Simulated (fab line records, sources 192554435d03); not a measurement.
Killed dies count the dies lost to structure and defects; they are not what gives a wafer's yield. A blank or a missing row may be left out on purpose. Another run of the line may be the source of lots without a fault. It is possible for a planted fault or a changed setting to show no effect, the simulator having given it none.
Matching of chambers :: flow n5Finfet :: N5_BEOL_M8_ETCH_72 on rieDiel-05 has 4 sister chambers
The step etches underlayer in N2/H2, target depth 6.5 nm, time 5.2 s. 8 wafers are shown with their chamber, then 7 later ones without.

WAFERS WITH THEIR CHAMBER
wafer: L077.3
chamber: 3
drypumpMotorCurrentA (A): 5.2
showerheadPlenumPTorr (Torr): 2.47

wafer: L082.2
chamber: 2
drypumpMotorCurrentA (A): 5.4
showerheadPlenumPTorr (Torr): 2.52

wafer: L082.6
chamber: 0
drypumpMotorCurrentA (A): 5.2
showerheadPlenumPTorr (Torr): 2.54

wafer: L083.2
chamber: 3
drypumpMotorCurrentA (A): 5.3
showerheadPlenumPTorr (Torr): 2.47

wafer: L083.3
chamber: 2
drypumpMotorCurrentA (A): 5.4
showerheadPlenumPTorr (Torr): 2.52

wafer: L083.4
chamber: 1
drypumpMotorCurrentA (A): 6.4
showerheadPlenumPTorr (Torr): 2.47

wafer: L091.1
chamber: 0
drypumpMotorCurrentA (A): 5.2
showerheadPlenumPTorr (Torr): 2.53

wafer: L091.2
chamber: 1
drypumpMotorCurrentA (A): 6.4
showerheadPlenumPTorr (Torr): 2.47

WAFERS MISSING THEIR CHAMBER
wafer: L091.4
drypumpMotorCurrentA (A): 5.4
showerheadPlenumPTorr (Torr): 2.51

wafer: L090.2
drypumpMotorCurrentA (A): 6.4
showerheadPlenumPTorr (Torr): 2.46

wafer: L090.4
drypumpMotorCurrentA (A): 5.2
showerheadPlenumPTorr (Torr): 2.53

wafer: L090.5
drypumpMotorCurrentA (A): 5.2
showerheadPlenumPTorr (Torr): 2.53

wafer: L096.2
drypumpMotorCurrentA (A): 5.4
showerheadPlenumPTorr (Torr): 2.51

wafer: L096.3
drypumpMotorCurrentA (A): 5.2
showerheadPlenumPTorr (Torr): 2.46

wafer: L096.4
drypumpMotorCurrentA (A): 6.4
showerheadPlenumPTorr (Torr): 2.46

CHAMBER TAKEN BY EACH
wafer: L091.4
from the rows above: 2
in truth: 2

wafer: L090.2
from the rows above: 1
in truth: 1

wafer: L090.4
from the rows above: 0
in truth: 0

wafer: L090.5
from the rows above: 0
in truth: 0

wafer: L096.2
from the rows above: 2
in truth: 2

wafer: L096.3
from the rows above: 3
in truth: 3

wafer: L096.4
from the rows above: 1
in truth: 1
Correctly placed: 7 of 7. Not placeable from these rows: 0. Placed wrongly: 0.
How it was worked out, from the rows above alone: a wafer's distance from a chamber is the root of the sum, over the readings, of the square of ((its reading less the chamber's mean) divided by the reading's scatter). If the next closest chamber is less than 2 further off than the closest, the wafer can't be placed; otherwise it belongs to the closest. For every chamber, the mean is computed from those of its wafers that are shown. The scatter is the square root of a quotient: the sum, over the shown wafers, of each reading's squared deviation from its chamber's mean, divided by wafers minus chambers.
